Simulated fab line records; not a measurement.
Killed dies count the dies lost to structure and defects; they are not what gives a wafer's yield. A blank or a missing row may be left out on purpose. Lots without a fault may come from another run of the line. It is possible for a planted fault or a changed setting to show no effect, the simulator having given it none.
A struck lot beside a sound one | flow nand_harc | 14 steps out of a route of 1302
Sound: wafers L901.2, L901.3, L901.6. Struck: wafer L902.3. (L902.2, L902.5 of the same lot were not struck and are left out.) The cause comes at the end.
Each step with rows lists, per side, the tool, then ch with its chambers, then its first start. Under that, the readings that differ: sound wafers | struck wafers | difference of the means | sigmas: that difference in standard deviations of wafers without a fault.
alike: readings whose means differ by less than 2 such deviations, and words and numbers that are the same on both sides. not compared: withheld readings, readings that some wafer has no value for, bounds like >300 that may hide the same value, and numbers for which the record gives no deviation and whose values overlap.
The two part at a step that has a row with sigmas, a row that says differs or no value, or rows on one side only. Non-overlapping numbers with no deviation appear without sigmas and do not part them. Lack of a reading on every wafer of one side parts them only where that side has two or more wafers.

NHARC_A_STAIRCASE_ETCH_13: etches the open film in C4F8/O2, target depth 100 nm, time 40.5 s.
  sound: rie_diel-13 ch 0,3; struck: rie_diel-02 ch 0
  reading      | sound       | struck | difference | sigmas
  rf_vpp_V (V) | 896 899 900 | 888    | -10        | -2
  alike: oes_product_au
  not compared: rf_hours_counter_h
then, 1 step without rows for these wafers: NHARC_A_STAIRCASE_TRIM_14 (chemistry O2, time 211.2 s).
NHARC_A_STAIRCASE_ETCH_15: etches the open film in C4F8/O2, target depth 100 nm, time 40.5 s.
  sound: rie_diel-13 ch 1,3; struck: rie_diel-02 ch 3
  reading               | sound             | struck | difference | sigmas
  oes_product_au (a.u.) | 0.956 0.947 0.964 | 0.927  | -0.029     | -2
  alike: rf_vpp_V
  not compared: rf_hours_counter_h
then, 3 steps without rows for these wafers: NHARC_A_STAIRCASE_TRIM_16 (chemistry O2, time 211.2 s); NHARC_A_STAIRCASE_ETCH_17 (etches the open film in C4F8/O2, target depth 100 nm, time 40.5 s); NHARC_A_STAIRCASE_TRIM_18 (chemistry O2, time 211.2 s).
NHARC_A_STAIRCASE_ETCH_19: etches the open film in C4F8/O2, target depth 100 nm, time 40.5 s.
  sound: rie_diel-13 ch 0,1,3; struck: rie_diel-02 ch 3
  alike: oes_product_au, rf_vpp_V
  not compared: rf_hours_counter_h
NHARC_A_STAIRCASE_TRIM_20: chemistry O2, time 211.2 s.
  sound on rie_diel-09 ch 2,3, day 22 05:36; struck on rie_diel-13 ch 2, day 21 19:29
  alike: drypump_motor_current_A, oes_product_au, rf_vpp_V, showerhead_plenum_p_Torr, throttle_valve_pct
  not compared: rf_hours_counter_h
NHARC_A_STAIRCASE_ETCH_21: etches the open film in C4F8/O2, target depth 100 nm, time 40.5 s.
  sound: rie_diel-09 ch 1,2,3; struck: rie_diel-13 ch 2
  reading               | sound             | struck | difference | sigmas
  oes_product_au (a.u.) | 0.966 0.975 0.983 | 0.930  | -0.045     | -3
  alike: rf_vpp_V
  not compared: rf_hours_counter_h
then, 2 steps without rows for these wafers: NHARC_A_STAIRCASE_TRIM_22 (chemistry O2, time 211.2 s); NHARC_A_STAIRCASE_ETCH_23 (etches the open film in C4F8/O2, target depth 100 nm, time 40.5 s).
NHARC_A_STAIRCASE_TRIM_24: chemistry O2, time 211.2 s.
  sound on rie_diel-09 ch 1,2,3, day 22 06:07; struck on rie_diel-13 ch 1, day 21 20:52
  reading               | sound             | struck | difference | sigmas
  oes_product_au (a.u.) | 1.004 0.998 1.009 | 1.211  | +0.207     | +23
  alike: drypump_motor_current_A, rf_vpp_V, showerhead_plenum_p_Torr, throttle_valve_pct
  not compared: rf_hours_counter_h
then, 1 step without rows for these wafers: NHARC_A_STAIRCASE_ETCH_25 (etches the open film in C4F8/O2, target depth 100 nm, time 40.5 s).
-- jump in the record: it breaks off in module A_STAIRCASE and resumes in module END (first step shown: number 1302 of the route), and 8 days separate the struck wafers' starts before and after --
NHARC_END_SORT_01:
  the record has rows for the struck wafers here (prober-01 ch 0, day 30 05:59) and none for the sound ones

## WHERE THEY PART
First at NHARC_A_STAIRCASE_ETCH_13; last, within this record, at NHARC_END_SORT_01.

WHY: what had been put in by the simulator
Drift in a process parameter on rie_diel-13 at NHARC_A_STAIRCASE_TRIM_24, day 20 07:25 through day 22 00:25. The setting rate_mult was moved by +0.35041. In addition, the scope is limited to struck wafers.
